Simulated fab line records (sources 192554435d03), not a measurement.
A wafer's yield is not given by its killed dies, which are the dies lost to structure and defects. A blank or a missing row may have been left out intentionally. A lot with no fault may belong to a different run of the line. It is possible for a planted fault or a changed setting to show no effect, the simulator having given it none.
Which tool was responsible? ; flow n5-finfet ; 33 wafers from 11 lots sampled at 3 of the route's 1938 steps

WHAT THE GAUGES SHOWED, per wafer
N5_BEOL_M5_CD_MEAS_28: target cd 30.6 nm, target cd y 20 nm.
lot;measured;on;cd-nm (nm)
L074;day 8 10:52;cd-sem-02;30.56 30.78 30.81
L077;day 9 03:37;cd-sem-02;31.18 30.81 30.60
L078;day 9 09:44;cd-sem-02;30.28 30.62 30.63
L081;day 10 04:13;cd-sem-02;31.15 30.53 30.62
L084;day 10 09:03;cd-sem-03;30.45 30.81 30.62
L085;day 11 02:53;cd-sem-02;30.42 30.38 30.73
L088;day 11 18:29;cd-sem-03;30.18 30.23 30.37
L089;day 12 03:19;cd-sem-01;30.77 30.49 30.76
L091;day 12 19:11;cd-sem-01;30.83 31.15 30.37
L093;day 13 02:43;cd-sem-02;30.53 30.74 30.64
L095;day 13 23:46;cd-sem-03;30.36 30.38 30.57

WHICH TOOL RAN EACH LOT (tool, then ch and the chambers of the sampled wafers, then the start)
lot;N5_BEOL_M4_SPUTTER_81;N5_BEOL_M4_SPUTTER_86
L074;pvd-sputter-01, day 8 03:47;pvd-sputter-01, day 8 04:00
L077;pvd-sputter-01, day 8 21:02;pvd-sputter-01, day 8 21:16
L078;pvd-sputter-01, day 9 00:38;pvd-sputter-01, day 9 00:52
L081;pvd-sputter-02, day 9 19:16;pvd-sputter-02, day 9 19:29
L084;pvd-sputter-03, day 10 02:46;pvd-sputter-03, day 10 02:59
L085;pvd-sputter-03, day 10 21:21;pvd-sputter-03, day 10 21:34
L088;pvd-sputter-01, day 11 09:50;pvd-sputter-01, day 11 10:03
L089;pvd-sputter-02, day 11 21:14;pvd-sputter-02, day 11 21:27
L091;pvd-sputter-02, day 12 12:41;pvd-sputter-02, day 12 12:55
L093;pvd-sputter-02, day 12 18:05;pvd-sputter-02, day 12 18:19
L095;pvd-sputter-01, day 13 16:17;pvd-sputter-01, day 13 16:30
- N5_BEOL_M4_SPUTTER_81: material Cu, target thk 4.5 nm, time 8.29 s.
- N5_BEOL_M4_SPUTTER_86: material Cu, target thk 4.5 nm, time 8.29 s.

THE ANSWER, worked out from the rows above alone
Rule: what is usual is taken from the lots themselves. The widest of any qualifying gaps counts: lots, ordered by their means at a reading, are off when they make up no more than a third of the lots, leave a main group of 4 or more, and stand apart from it by 3 or more times the standard deviation of that group's means. A main group is skipped when, at the precision printed for the reading in the tables above, its means are all equal. A lot without any number at a reading at which 4 lots or more have one is off too. All remaining lots with rows at the step are treated as sound.
No lot is off on any of the readings shown, so nothing can be concluded from this.

WHAT HAD BEEN PUT IN BY THE SIMULATOR
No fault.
